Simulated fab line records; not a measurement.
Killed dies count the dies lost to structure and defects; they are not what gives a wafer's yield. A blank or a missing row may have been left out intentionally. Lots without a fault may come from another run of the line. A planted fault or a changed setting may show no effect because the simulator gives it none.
fab line records -- flow nand_harc
record lots=13, wafers=39, last_day=25
route steps=1159 shown A_STAIRCASE@531 HYBRID_BOND@1094 THIN_TSV@1107 END@1159
lots that met no fault: from a run of the same line without faults
start_h: start of the lot's first displayed wafer, in hours after the record's first day -- wait_h: hours since the lot's step before -- " same as the row above -- L1.1+2: one row covering several wafers at once -- - either no value or no given start -- * or withheld: withheld -- < > ~ a bound
route shown NAME@n: names a module that has steps shown in the file, with the first one's number in the route -- usual: mean/standard deviation of fault-free wafers -- same: alike in all rows -- chamber/n: place in a boat -- sites: readings site by site -- _std_site: standard deviation across them -- _edge_site: inner sites' mean taken away from outer sites' mean -- radius_mm: how far each site lies from the wafer's centre -- mask NAME#n: copy n -- behind: the tool/chamber that last shaped the wafer -- hold: the reason the lot was held/the length of the hold in hours/how it ended -- device: names the non-switching transistor (n, p or np) -- end of line: at the end of the route, the tests of the same wafers -- a step given without rows: its recipe and nothing more -- killed: at the first sort, the dies lost to defects and structure; wafer yield is something else -- map: a wafer's dies, marking killed ones x, the rest . and places with no die _
set.NAME: the setting as run; set.NAME@STEP: as run at that earlier step -- model.NAME: the simulator's own value behind a step, which no gauge read
route steps across a sampled set of lots; one table per step, one row per wafer
services: the hour from which a tool's chamber was out of use, counted from the record's first day as start_h (under 0 if before that day), plus the number of hours and why
## steps
# step NHARC_A_STAIRCASE_ETCH_169
# recipe target_depth_a=500, time_s=107.1, ion_energy_ev=120, ch3f_flow_sccm=50, o2_flow_sccm=30, ar_flow_sccm=200, rf_w=500, bias_w=100, chemistry=CH3F/O2
# usual drypump_motor_current_A=5.8/0.43, oes_product_au=0.953/0.02, rf_fwd_power_W=497.0/1.8, rf_vpp_V=244.9/1.7, showerhead_plenum_p_Torr=2.49/0.1, throttle_valve_pct=20.662/0.0087
lot.wafer,tool,chamber,start_h,wait_h,drypump_motor_current_A,oes_product_au,rf_fwd_power_W,rf_hours_counter_h,rf_vpp_V,showerhead_plenum_p_Torr,throttle_valve_pct
L607.2,rie_diel-04,1,228.78,0.2,5.8,0.924,496.6,45,242.4,2.32,20.656
L607.3,rie_diel-04,2,228.78,0.2,6.0,0.929,494.3,44,245.5,2.46,20.670
L607.5,rie_diel-04,1,228.78,0.2,5.9,0.925,498.9,-,242.2,2.32,20.673
L609.4,rie_diel-07,0,249.10,0.1,5.3,0.962,492.8,4,242.8,2.42,20.657
L609.5,rie_diel-07,0,249.10,0.1,5.3,0.957,493.5,-,242.1,2.42,20.654
L609.6,rie_diel-07,1,249.10,0.1,6.0,0.967,497.9,-,241.3,2.31,20.661
L610.1,rie_diel-05,3,249.26,0.1,5.0,0.973,497.1,31,245.9,2.56,20.674
L610.4,rie_diel-05,1,249.26,0.1,6.1,0.977,497.1,30,242.9,2.48,20.673
L610.6,rie_diel-05,3,249.26,0.1,5.0,0.969,499.2,-,246.1,2.56,20.648
L608.4,rie_diel-05,1,251.43,0.0,6.1,0.966,500.3,30,244.9,2.48,20.665
L608.2,rie_diel-05,2,251.43,0.0,6.3,0.942,498.0,31,246.5,2.65,20.677
L608.3,rie_diel-05,0,251.43,0.0,5.3,1.004,498.9,30,247.3,2.62,20.645
L612.3,rie_diel-05,1,263.67,0.1,6.1,0.983,499.7,35,246.0,2.48,20.673
L612.1,rie_diel-05,0,263.67,0.1,5.3,0.960,496.4,35,246.7,2.62,20.666
L612.6,rie_diel-05,1,263.67,0.1,6.1,0.985,496.9,-,242.8,2.48,20.660
L614.2,rie_diel-04,2,276.21,0.1,5.9,0.924,494.9,64,244.4,2.45,20.664
L614.5,rie_diel-04,0,276.21,0.1,6.3,0.917,494.5,-,243.7,2.55,20.666
L614.4,rie_diel-04,2,276.21,0.1,6.0,0.920,495.6,-,244.5,2.45,20.678
L615.3,rie_diel-04,3,276.42,0.1,5.9,0.949,497.4,48,244.5,2.50,20.674
L615.5,rie_diel-04,3,276.42,0.1,5.9,0.944,496.4,-,246.0,2.50,20.667
L615.6,rie_diel-04,0,276.42,0.1,6.3,0.938,496.6,-,245.5,2.55,20.653
L613.4,rie_diel-04,0,281.56,0.1,6.3,0.952,496.0,61,245.3,2.55,20.665
L613.2,rie_diel-04,1,281.56,0.1,5.8,0.966,497.2,61,242.8,2.31,20.653
L613.3,rie_diel-04,2,281.56,0.1,5.9,0.974,496.4,66,244.5,2.45,20.661
L619.4,rie_diel-04,0,310.65,0.1,6.3,0.964,497.1,3,245.9,2.54,20.657
L619.1,rie_diel-04,1,310.65,0.1,5.8,0.951,498.2,3,241.1,2.31,20.658
L619.2,rie_diel-04,3,310.65,0.1,5.9,0.954,498.2,3,244.4,2.50,20.657
L625.1,rie_diel-04,2,339.63,0.1,5.9,0.950,494.4,15,245.2,2.44,20.683
L625.2,rie_diel-04,3,339.63,0.1,5.9,0.961,498.8,15,244.8,2.50,20.662
L625.5,rie_diel-04,1,339.63,0.1,5.9,0.958,498.1,-,240.4,2.30,20.667
L627.4,rie_diel-04,3,349.79,0.2,5.9,0.943,497.4,21,244.9,2.49,20.670
L627.3,rie_diel-04,0,349.79,0.2,6.3,0.943,497.5,20,245.1,2.54,20.666
L627.2,rie_diel-04,2,349.79,0.2,5.9,0.936,493.5,21,244.5,2.44,20.657
L628.4,rie_diel-05,1,350.02,0.1,6.1,0.980,498.2,0,244.7,2.46,20.657
L628.1,rie_diel-05,2,350.02,0.1,6.3,0.977,497.2,0,247.0,2.63,20.660
L628.2,rie_diel-05,3,350.02,0.1,5.0,0.974,498.2,0,244.8,2.54,20.664
L629.3,rie_diel-04,1,372.95,0.1,5.9,0.962,498.3,26,241.7,2.30,20.656
L629.4,rie_diel-04,2,372.95,0.1,5.9,0.950,495.9,28,243.8,2.44,20.665
L629.1,rie_diel-04,3,372.95,0.1,5.9,0.937,496.4,30,245.0,2.49,20.659
# step NHARC_HYBRID_BOND_ACTIVATE_00
# recipe time_s=60, n2_flow_sccm=200, ar_flow_sccm=0, bias_power_w=0, chemistry=N2
# usual drypump_motor_current_A=5.7/0.38, oes_product_au=0.999/0.012, rf_vpp_V=64.3/0.95, showerhead_plenum_p_Torr=1.78/0.088
lot.wafer,tool,chamber,start_h,wait_h,drypump_motor_current_A,oes_product_au,rf_hours_counter_h,rf_vpp_V,showerhead_plenum_p_Torr
L607.2,rie_diel-01,3,412.27,0.1,5.5,0.993,9,65.3,1.87
L607.3,rie_diel-01,0,412.27,0.1,5.9,1.013,9,63.3,1.73
L607.5,rie_diel-01,2,412.27,0.1,5.2,0.995,-,63.1,1.67
L608.3,rie_diel-01,1,417.06,0.1,6.1,1.013,10,65.6,1.88
L608.4,rie_diel-01,2,417.06,0.1,5.1,1.002,10,64.0,1.67
L608.2,rie_diel-01,0,417.06,0.1,5.9,1.020,10,62.2,1.73
L610.1,rie_diel-01,0,417.53,0.1,5.9,1.027,10,64.1,1.73
L610.4,rie_diel-01,2,417.53,0.1,5.2,0.997,10,63.0,1.67
L610.6,rie_diel-01,0,417.53,0.1,5.9,1.020,-,64.9,1.73
L609.4,rie_diel-01,0,417.78,0.1,5.9,1.022,10,64.5,1.73
L609.5,rie_diel-01,2,417.78,0.1,5.1,0.985,-,64.4,1.67
L609.6,rie_diel-01,3,417.78,0.1,5.5,0.991,-,64.2,1.87
L612.3,rie_diel-01,2,437.16,0.1,5.1,0.985,12,63.5,1.67
L612.1,rie_diel-01,3,437.16,0.1,5.4,0.998,11,66.0,1.87
L612.6,rie_diel-01,2,437.16,0.1,5.1,0.982,-,62.5,1.67
L614.4,rie_diel-01,3,444.49,0.1,5.5,0.987,12,65.4,1.87
L614.2,rie_diel-01,0,444.49,0.1,5.9,1.012,12,64.5,1.73
L614.5,rie_diel-01,0,444.49,0.1,5.9,1.016,-,64.5,1.73
L615.3,rie_diel-04,1,448.21,0.1,5.8,1.006,52,63.8,1.64
L615.5,rie_diel-04,0,448.21,0.1,6.3,0.998,-,66.2,1.81
L615.6,rie_diel-04,1,448.21,0.1,5.8,1.004,-,64.0,1.64
L613.4,rie_diel-01,0,464.18,0.1,5.9,1.016,14,64.6,1.73
L613.3,rie_diel-01,1,464.18,0.1,6.1,0.997,16,64.3,1.88
L613.2,rie_diel-01,3,464.18,0.1,5.4,0.991,14,64.8,1.87
L619.4,rie_diel-01,1,474.39,0.2,6.1,0.992,17,64.7,1.87
L619.2,rie_diel-01,2,474.39,0.2,5.1,0.982,16,62.2,1.67
L619.1,rie_diel-01,3,474.39,0.2,5.5,0.985,15,66.0,1.87
L625.1,rie_diel-04,2,519.09,0.1,6.0,0.994,14,63.8,1.74
L625.2,rie_diel-04,3,519.09,0.1,5.9,1.010,15,65.5,1.77
L625.5,rie_diel-04,1,519.09,0.1,5.9,1.023,-,63.7,1.63
L627.4,rie_diel-01,3,526.17,0.1,5.5,0.986,2,63.7,1.87
L627.3,rie_diel-01,0,526.17,0.1,5.9,0.986,3,64.3,1.73
L627.2,rie_diel-01,1,526.17,0.1,6.1,0.990,3,63.6,1.87
L628.4,rie_diel-01,0,529.73,0.1,5.9,0.995,3,64.1,1.73
L628.1,rie_diel-01,1,529.73,0.1,6.1,0.983,3,66.4,1.87
L628.2,rie_diel-01,3,529.73,0.1,5.4,0.986,3,64.5,1.87
L629.4,rie_diel-01,2,556.69,0.1,5.2,1.002,6,64.6,1.66
L629.1,rie_diel-01,3,556.69,0.1,5.4,0.993,5,63.3,1.87
L629.3,rie_diel-01,0,556.69,0.1,5.9,1.001,6,63.7,1.73
# step NHARC_THIN_TSV_DEP_43
# recipe target_thk_a=13285, temp_c=withheld, pressure_torr=6.5, rf_w=900, teos_flow_sccm=161.4, flow_sccm=2650, target_thk_nm=1328.5, gas=O2, material=SiO2
# usual rf_fwd_power_W=898.1/2.8, throttle_valve_pct=15.8/0.6
lot.wafer,tool,chamber,start_h,wait_h,rf_fwd_power_W,throttle_valve_pct
L607.2,pecvd-04,1,428.18,-,898.0,15.8
L607.3,pecvd-04,0,428.18,-,896.2,16.4
L607.5,pecvd-04,1,428.18,-,897.0,16.1
L609.5,pecvd-04,2,430.76,-,901.3,15.5
L609.6,pecvd-04,0,430.76,-,899.2,16.4
L609.4,pecvd-04,1,430.76,-,898.7,16.0
L610.1,pecvd-04,2,431.77,-,899.8,15.7
L610.4,pecvd-04,0,431.77,-,901.0,16.4
L610.6,pecvd-04,1,431.77,-,897.1,16.1
L608.2,pecvd-02,0,433.30,-,895.4,15.2
L608.3,pecvd-02,2,433.30,-,892.8,16.7
L608.4,pecvd-02,0,433.30,-,898.5,15.2
L612.1,pecvd-04,2,448.73,-,901.4,15.7
L612.3,pecvd-04,0,448.73,-,897.8,16.5
L612.6,pecvd-04,0,448.73,-,900.1,16.3
L614.2,pecvd-01,1,456.15,-,895.1,14.9
L614.5,pecvd-01,2,456.15,-,901.3,14.8
L614.4,pecvd-01,0,456.15,-,895.5,15.3
L615.3,pecvd-04,2,460.59,-,900.3,15.3
L615.6,pecvd-04,0,460.59,-,896.4,16.5
L615.5,pecvd-04,2,460.59,-,895.5,15.5
L613.3,pecvd-01,0,475.24,-,898.3,15.2
L613.2,pecvd-01,2,475.24,-,898.3,14.9
L613.4,pecvd-01,1,475.24,-,894.0,15.0
L619.1,pecvd-02,1,487.18,-,897.3,15.5
L619.2,pecvd-02,2,487.18,-,888.5,16.8
L619.4,pecvd-02,2,487.18,-,887.9,16.9
L625.2,pecvd-04,1,535.07,-,899.0,16.1
L625.1,pecvd-04,0,535.07,-,892.7,16.6
L625.5,pecvd-04,0,535.07,-,894.7,16.4
L627.3,pecvd-04,0,540.43,-,902.0,16.6
L627.2,pecvd-04,2,540.43,-,902.0,15.6
L627.4,pecvd-04,2,540.43,-,895.5,15.6
L628.2,pecvd-04,1,542.27,-,899.7,16.1
L628.1,pecvd-04,2,542.27,-,898.4,15.8
L628.4,pecvd-04,2,542.27,-,895.3,15.6
L629.3,pecvd-01,0,569.54,-,901.0,15.3
L629.1,pecvd-01,2,569.54,-,897.7,15.1
L629.4,pecvd-01,1,569.54,-,899.1,15.6
# step NHARC_THIN_TSV_CD_MEAS_37
# usual cd_nm=5001.2/2.8
lot.wafer,tool,chamber,start_h,wait_h,cd_nm
L607.2,cd_sem-03,-,436.30,-,5006.5
L607.3,cd_sem-03,-,436.30,-,5004.1
L607.5,cd_sem-03,-,436.30,-,5000.9
L609.4,cd_sem-01,-,438.71,-,5002.9
L609.5,cd_sem-01,-,438.71,-,5005.2
L609.6,cd_sem-01,-,438.71,-,5001.7
L610.1,cd_sem-01,-,439.94,-,5001.2
L610.4,cd_sem-01,-,439.94,-,4999.2
L610.6,cd_sem-01,-,439.94,-,4999.8
L608.2,cd_sem-01,-,441.53,-,4995.8
L608.3,cd_sem-01,-,441.53,-,4999.0
L608.4,cd_sem-01,-,441.53,-,5000.9
L612.1,cd_sem-01,-,456.85,-,4998.9
L612.3,cd_sem-01,-,456.85,-,5001.4
L612.6,cd_sem-01,-,456.85,-,5003.9
L614.2,cd_sem-02,-,464.48,-,5003.7
L614.4,cd_sem-02,-,464.48,-,4999.1
L614.5,cd_sem-02,-,464.48,-,5002.2
L615.3,cd_sem-01,-,468.85,-,5002.5
L615.5,cd_sem-01,-,468.85,-,5002.6
L615.6,cd_sem-01,-,468.85,-,5003.1
L613.2,cd_sem-01,-,483.45,-,4997.2
L613.3,cd_sem-01,-,483.45,-,5002.1
L613.4,cd_sem-01,-,483.45,-,4999.3
L619.1,cd_sem-02,-,495.29,-,5002.4
L619.2,cd_sem-02,-,495.29,-,4995.0
L619.4,cd_sem-02,-,495.29,-,4995.7
L625.1,cd_sem-03,-,543.81,-,5000.0
L625.2,cd_sem-03,-,543.81,-,5003.5
L625.5,cd_sem-03,-,543.81,-,5006.4
L627.2,cd_sem-03,-,549.10,-,5004.6
L627.3,cd_sem-03,-,549.10,-,5000.2
L627.4,cd_sem-03,-,549.10,-,5003.5
L628.1,cd_sem-03,-,551.09,-,5003.8
L628.2,cd_sem-03,-,551.09,-,5003.4
L628.4,cd_sem-03,-,551.09,-,5002.2
L629.1,cd_sem-01,-,577.74,-,5004.8
L629.3,cd_sem-01,-,577.74,-,5002.1
L629.4,cd_sem-01,-,577.74,-,5006.4
# step NHARC_END_SORT_01
# recipe temp_c=25
# usual killed_at_array=27/12, killed_at_other=0.8/1, killed_at_periphery=4.0/2.5, killed_dies=32/11, killed_open=3.3/1.8, killed_short=2.0/1.5
# same gross_dies=677
lot.wafer,tool,chamber,start_h,wait_h,killed_at_array,killed_at_other,killed_at_periphery,killed_dies,killed_open,killed_short
L619.1,prober-02,0,504.21,2.5,31,0,2,33,3,2
L619.2,prober-02,0,505.00,2.8,46,2,4,52,4,6
L619.4,prober-02,0,506.59,3.4,41,0,2,43,4,0
L625.1,prober-01,0,551.74,2.5,148,0,1,149,3,1
L625.2,prober-01,0,552.55,2.8,131,0,2,133,4,1
L625.5,prober-01,0,554.95,3.7,79,0,1,80,2,4
L627.2,prober-02,0,558.39,2.8,145,1,2,148,1,3
L627.3,prober-02,0,559.18,3.1,92,1,1,94,2,2
L627.4,prober-02,0,559.97,3.4,125,1,1,127,2,0
L629.1,prober-02,0,588.29,2.5,112,1,7,120,4,3
L629.3,prober-02,0,589.89,3.1,49,2,6,57,1,3
L629.4,prober-02,0,590.69,3.4,105,2,7,114,3,0
# killed by level:class
L619.1 A_CHANNEL_HOLE_D1:chamber_film_flake=13 A_SLIT:chamber_film_flake=10 A_WL_FILL:chamber_film_flake=2 P_CONTACT:geometric_particle:short=1 P_M0:geometric_particle:open=1 A_CHANNEL_FILL_D1:geometric_particle:short=1 A_CONTACT:geometric_particle:open=1 A_M0:geometric_particle:open=1
L619.2 A_CHANNEL_HOLE_D1:chamber_film_flake=21 A_SLIT:chamber_film_flake=10 A_STAIRCASE:chamber_film_flake=4 P_CONTACT:geometric_particle:short=2 A_WL_FILL:geometric_particle:short=2 A_CONTACT:chamber_film_flake=2 P_CONTACT:geometric_particle:open=1 P_M2:geometric_particle:open=1
L619.4 A_CHANNEL_HOLE_D1:chamber_film_flake=21 A_SLIT:chamber_film_flake=14 A_STAIRCASE:chamber_film_flake=2 A_CONTACT:chamber_film_flake=2 P_GATE:geometric_particle:open=1 P_M0:geometric_particle:open=1 A_ONON_D1:geometric_particle:open=1 A_CHANNEL_FILL_D1:geometric_particle:open=1
L625.1 A_STAIRCASE:unspecified=107 A_CHANNEL_HOLE_D1:chamber_film_flake=17 A_SLIT:chamber_film_flake=14 A_CONTACT:chamber_film_flake=3 A_STAIRCASE:chamber_film_flake=2 P_GATE:geometric_particle:open=1 A_CHANNEL_FILL_D1:geometric_particle:short=1 A_CHANNEL_FILL_D1:geometric_particle:open=1
L625.2 A_STAIRCASE:unspecified=91 A_CHANNEL_HOLE_D1:chamber_film_flake=16 A_SLIT:chamber_film_flake=16 A_CONTACT:geometric_particle:open=2 A_STAIRCASE:chamber_film_flake=2 A_BLC:chamber_film_flake=2 P_CONTACT:geometric_particle:open=1 A_SGD_CUT:geometric_particle:short=1
L625.5 A_STAIRCASE:unspecified=27 A_CHANNEL_HOLE_D1:chamber_film_flake=19 A_SLIT:chamber_film_flake=14 A_CONTACT:chamber_film_flake=7 A_BLC:chamber_film_flake=3 A_CHANNEL_HOLE_D1:geometric_particle:short=2 A_STAIRCASE:chamber_film_flake=2 A_CHANNEL_HOLE_D1:geometric_particle:open=1
L627.2 A_STAIRCASE:unspecified=96 A_CHANNEL_HOLE_D1:chamber_film_flake=19 A_SLIT:chamber_film_flake=17 A_STAIRCASE:chamber_film_flake=5 A_CONTACT:chamber_film_flake=4 A_M0:geometric_particle:short=2 P_M0:geometric_particle:open=1 A_CONTACT:geometric_particle:short=1
L627.3 A_STAIRCASE:unspecified=42 A_CHANNEL_HOLE_D1:chamber_film_flake=22 A_SLIT:chamber_film_flake=13 A_CONTACT:chamber_film_flake=7 A_M1:chamber_film_flake=3 A_STAIRCASE:chamber_film_flake=2 P_CONTACT:geometric_particle:open=1 A_ONON_D1:geometric_particle:open=1
L627.4 A_STAIRCASE:unspecified=86 A_CHANNEL_HOLE_D1:chamber_film_flake=21 A_SLIT:chamber_film_flake=13 A_STAIRCASE:chamber_film_flake=3 A_CONTACT:chamber_film_flake=2 P_CONTACT:geometric_particle:open=1 STARTING-WAFER:geometric_particle:open=1
L629.1 A_STAIRCASE:unspecified=92 A_CHANNEL_HOLE_D1:chamber_film_flake=8 P_M1:chamber_film_flake=5 P_CONTACT:geometric_particle:open=2 A_STAIRCASE:chamber_film_flake=2 A_SLIT:chamber_film_flake=2 A_SOURCE_PLATE:geometric_particle:short=1 A_CHANNEL_FILL_D1:geometric_particle:short=1
L629.3 A_STAIRCASE:unspecified=29 A_CHANNEL_HOLE_D1:chamber_film_flake=7 A_CONTACT:chamber_film_flake=5 P_GATE:chamber_film_flake=3 P_M1:chamber_film_flake=2 A_STAIRCASE:chamber_film_flake=2 A_SLIT:chamber_film_flake=2 THIN_TSV:chamber_film_flake=2
L629.4 A_STAIRCASE:unspecified=93 P_M1:chamber_film_flake=5 A_CHANNEL_HOLE_D1:chamber_film_flake=4 A_CONTACT:geometric_particle:open=2 P_GATE:chamber_film_flake=2 A_CONTACT:chamber_film_flake=2 THIN_TSV:chamber_film_flake=2 A_CHANNEL_FILL_D1:geometric_particle:open=1
## services
tool,chamber,start_h,hours,kind
rie_diel-04,-,206.60,0.8,repair
pecvd-01,1,211.18,4.8,repair
pecvd-01,-,237.10,13.0,pm
pecvd-02,0,237.98,7.2,repair
rie_diel-05,0,250.14,1.2,repair
rie_diel-04,1,269.64,10.0,repair
pecvd-01,0,273.46,5.9,repair
pecvd-04,2,281.53,3.8,repair
rie_diel-04,-,288.90,9.0,pm
rie_diel-01,-,314.80,9.0,pm
pecvd-02,-,334.33,13.0,pm
rie_diel-05,-,340.63,9.0,pm
pecvd-04,-,376.00,13.0,pm
rie_diel-05,0,394.89,4.7,repair
pecvd-01,-,418.10,13.0,pm
rie_diel-04,-,465.90,9.0,pm
pecvd-02,1,470.22,4.9,repair
rie_diel-01,-,491.89,9.0,pm
pecvd-02,1,493.73,6.4,repair
pecvd-02,-,515.33,13.0,pm
rie_diel-05,-,517.63,9.0,pm
rie_diel-04,0,528.94,4.9,repair
pecvd-04,-,544.11,0.5,repair
pecvd-04,-,557.00,13.0,pm
## key
first_sign step=NHARC_END_SORT_01, reading=killed_dies, direction=up, sigmas=7.4, usual=32, struck=114
effect step=NHARC_END_SORT_01, reading=killed_at_array, direction=up, sigmas=7.1, usual=27, struck=110
more_kills_born_at NHARC_A_STAIRCASE_ETCH_169@rie_diel-04=662
met_at NHARC_A_STAIRCASE_ETCH_169
struck_lots L625,L627,L629
tester_left_out L625,L627,L629
not_acting_at NHARC_HYBRID_BOND_ACTIVATE_00,NHARC_THIN_TSV_DEP_43,NHARC_THIN_TSV_CD_MEAS_37
onset_between 310.65 339.63
fault kind=chamber_particle_source, tool=rie_diel-04, chamber=-, onset_h=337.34, steps=NHARC_A_STAIRCASE_ETCH_169, rate_per_visit_cm2=1.9244, end_h=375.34
# tester_left_out: of these lots the tester's yield and bins aren't shown, on N5 and GAA mostly nor the transistor test; their killed dies are dies lost to structure and defects alone, not to doping, threshold or leakage, so they don't give the yield
